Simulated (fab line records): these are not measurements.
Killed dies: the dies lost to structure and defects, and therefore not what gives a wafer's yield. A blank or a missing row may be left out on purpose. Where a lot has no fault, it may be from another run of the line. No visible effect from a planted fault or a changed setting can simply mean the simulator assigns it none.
Chamber matching + flow n5_finfet + 3 sister chambers for N5_BEOL_M0_SAQP_PECVD_04 on pecvd-03
The step deposits a-Si from SiH4/He, target thk 60 nm, time 60.2 s. 6 wafers are shown with their chamber, then 7 later ones without.

## WAFERS WITH THEIR CHAMBER
| wafer  | chamber | throttle_valve_pct (%) | showerhead_plenum_p_Torr (Torr) |
|--------|---------|------------------------|---------------------------------|
| L079.6 | 1       | 17.1                   | 5.72                            |
| L089.6 | 1       | 17.2                   | 5.73                            |
| L092.1 | 0       | 19.7                   | 5.76                            |
| L092.6 | 2       | 17.6                   | 5.60                            |
| L093.1 | 2       | 17.7                   | 5.63                            |
| L093.4 | 0       | 19.9                   | 5.76                            |

## WAFERS WITH NO CHAMBER GIVEN
| wafer  | throttle_valve_pct (%) | showerhead_plenum_p_Torr (Torr) |
|--------|------------------------|---------------------------------|
| L093.5 | 17.6                   | 5.61                            |
| L094.1 | 20.2                   | 5.76                            |
| L094.5 | 17.3                   | 5.73                            |
| L094.6 | 19.8                   | 5.76                            |
| L096.2 | 17.9                   | 5.63                            |
| L096.3 | 17.0                   | 5.73                            |
| L096.5 | 19.8                   | 5.76                            |

## THE CHAMBER EACH PASSED THROUGH
| wafer  | from the rows above | in truth |
|--------|---------------------|----------|
| L093.5 | 2                   | 2        |
| L094.1 | 0                   | 0        |
| L094.5 | 1                   | 1        |
| L094.6 | 0                   | 0        |
| L096.2 | 2                   | 2        |
| L096.3 | 1                   | 1        |
| L096.5 | 0                   | 0        |
Correct placement for 7 of the 7. Number that these rows cannot place: 0. Placed wrongly: 0.
How it was worked out, from the rows above alone: a wafer's distance from a chamber is the root of the sum, over the readings, of the square of ((its reading less the chamber's mean) divided by the reading's scatter). If the next closest chamber is less than 2 further off than the closest, the wafer can't be placed; otherwise it belongs to the closest. The mean given for a chamber averages the wafers shown for that chamber. The scatter: take each reading less its chamber's mean, square it, sum over the shown wafers, divide by the number of wafers less the number of chambers, and take the root.
